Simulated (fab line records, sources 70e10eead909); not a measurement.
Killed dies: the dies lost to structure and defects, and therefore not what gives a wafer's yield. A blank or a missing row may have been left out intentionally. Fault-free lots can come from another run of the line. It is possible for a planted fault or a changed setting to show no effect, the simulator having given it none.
Which tool did it? ; flow nandHarc ; 33 wafers from 11 lots sampled at 2 of the route's 1159 steps

## WHAT EACH GAUGE READ, for each wafer
NHARC_A_CONTACT_OVL_MEAS_09.
lot;measured;on;overlayXNm (nm)
L599;day 16 15:40;overlay-01;1.1 1.0 1.0
L601;day 17 17:58;overlay-02;0.4 0.5 1.7
L604;day 18 12:33;overlay-02;0.6 0.7 0.9
L603;day 18 17:38;overlay-02;-0.9 -1.0 -0.6
L606;day 18 22:02;overlay-02;-0.8 -0.4 -0.9
L607;day 19 19:20;overlay-01;-0.7 0.0 -0.4
L614;day 20 06:34;overlay-02;9.9 9.8 9.6
L613;day 20 21:56;overlay-01;8.4 8.7 9.2
L621;day 22 04:38;overlay-01;-0.7 0.1 -0.2
L620;day 22 14:54;overlay-02;0.1 0.1 -0.7
L622;day 22 19:29;overlay-01;-0.1 0.6 0.6

## WHICH TOOL RAN EACH LOT (tool, then ch and the chambers of the sampled wafers, then the start)
lot;NHARC_A_CONTACT_EXPOSE_05
L599;arfiScanner-02 ch 0, day 16 15:27
L601;arfiScanner-03 ch 0, day 17 17:44
L604;arfiScanner-02 ch 0, day 18 12:19
L603;arfiScanner-01 ch 0, day 18 17:25
L606;arfiScanner-01 ch 0, day 18 21:49
L607;arfiScanner-02 ch 0, day 19 19:07
L614;arfiScanner-01 ch 0, day 20 06:21
L613;arfiScanner-01 ch 0, day 20 21:43
L621;arfiScanner-03 ch 0, day 22 04:24
L620;arfiScanner-03 ch 0, day 22 14:41
L622;arfiScanner-02 ch 0, day 22 19:16
- NHARC_A_CONTACT_EXPOSE_05: exposes mask A CC.

## THE ANSWER, worked out from the rows above alone
Rule: the lots themselves supply what counts as usual. The widest of any qualifying gaps counts: lots, ordered by their means at a reading, are off when they make up no more than a third of the lots, leave a main group of 4 or more, and stand apart from it by 3 or more times the standard deviation of that group's means. If all means in a main group match to the digits the tables above print for the reading, that group is not used. Also off: a lot with no number at a reading for which 4 or more lots have one. All remaining lots with rows at the step are treated as sound.
Off: L614, L613, at NHARC_A_CONTACT_OVL_MEAS_09 (overlayXNm). The main group: mean 0.1 nm, standard deviation 0.65.
A tool fits if, at a process step before that reading, it ran every lot that is off, and no sound lot after the first of them. Those tools and the gauges at NHARC_A_CONTACT_OVL_MEAS_09 are tried in the same way. One candidate fits, namely arfiScanner-01 at NHARC_A_CONTACT_EXPOSE_05. Its last sound lot is L606 (day 18 21:49), its first lot that is off L614 (day 20 06:21): a fault that began between those two fits.

## WHAT THE SIMULATOR HAD INSERTED
Scanner matching overlay: arfiScanner-01, from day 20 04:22 on, at NHARC_A_CONTACT_EXPOSE_05. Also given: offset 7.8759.
Shown lots that were struck: L614, L613. The rule given above showed the same thing.
